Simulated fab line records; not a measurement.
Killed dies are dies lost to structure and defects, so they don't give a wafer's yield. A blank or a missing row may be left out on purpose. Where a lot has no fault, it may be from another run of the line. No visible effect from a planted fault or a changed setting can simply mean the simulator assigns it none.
Chamber matching || flow n5Finfet || 4 sister chambers for N5_BEOL_M15_ETCH_57 on rieDiel-02
The step etches SOC in N2/H2, time 750 s. 4 wafers are shown with their chamber, then 11 later ones without.

== EACH WAFER AND ITS CHAMBER ==
{"wafer": "L085.2", "chamber": 1, "showerheadPlenumPTorr (Torr)": 2.58}
{"wafer": "L083.3", "chamber": 2, "showerheadPlenumPTorr (Torr)": 2.69}
{"wafer": "L083.5", "chamber": 3, "showerheadPlenumPTorr (Torr)": 2.63}
{"wafer": "L090.2", "chamber": 0, "showerheadPlenumPTorr (Torr)": 2.58}

== WAFERS MISSING THEIR CHAMBER ==
{"wafer": "L090.3", "showerheadPlenumPTorr (Torr)": 2.58}
{"wafer": "L090.5", "showerheadPlenumPTorr (Torr)": 2.58}
{"wafer": "L094.2", "showerheadPlenumPTorr (Torr)": 2.68}
{"wafer": "L094.4", "showerheadPlenumPTorr (Torr)": 2.57}
{"wafer": "L094.5", "showerheadPlenumPTorr (Torr)": 2.58}
{"wafer": "L095.1", "showerheadPlenumPTorr (Torr)": 2.68}
{"wafer": "L095.2", "showerheadPlenumPTorr (Torr)": 2.58}
{"wafer": "L095.3", "showerheadPlenumPTorr (Torr)": 2.62}
{"wafer": "L097.1", "showerheadPlenumPTorr (Torr)": 2.62}
{"wafer": "L097.3", "showerheadPlenumPTorr (Torr)": 2.57}
{"wafer": "L097.4", "showerheadPlenumPTorr (Torr)": 2.68}

== EACH ONE'S CHAMBER ==
{"wafer": "L090.3", "from the rows above": "can't be placed: 0 or 1", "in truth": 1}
{"wafer": "L090.5", "from the rows above": "can't be placed: 0 or 1", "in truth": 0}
{"wafer": "L094.2", "from the rows above": 2, "in truth": 2}
{"wafer": "L094.4", "from the rows above": "can't be placed: 0 or 1", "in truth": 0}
{"wafer": "L094.5", "from the rows above": "can't be placed: 0 or 1", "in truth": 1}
{"wafer": "L095.1", "from the rows above": 2, "in truth": 2}
{"wafer": "L095.2", "from the rows above": "can't be placed: 0 or 1", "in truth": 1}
{"wafer": "L095.3", "from the rows above": 3, "in truth": 3}
{"wafer": "L097.1", "from the rows above": 3, "in truth": 3}
{"wafer": "L097.3", "from the rows above": "can't be placed: 0 or 1", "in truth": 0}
{"wafer": "L097.4", "from the rows above": 2, "in truth": 2}
Correctly placed: 5 of 11. These rows do not allow placing 6 (true chamber among the candidates in 6). Wrongly placed: 0.
How it was worked out, from the rows above alone: a wafer's distance from a chamber is the root of the sum, over the readings, of the square of ((its reading less the chamber's mean) divided by the reading's scatter). If the next closest chamber is less than 2 further off than the closest, the wafer can't be placed; otherwise it belongs to the closest. The mean given for a chamber averages the wafers shown for that chamber. The scatter: root of mean squared gap, hidden wafer to nearest shown wafer, with one shown wafer a chamber.
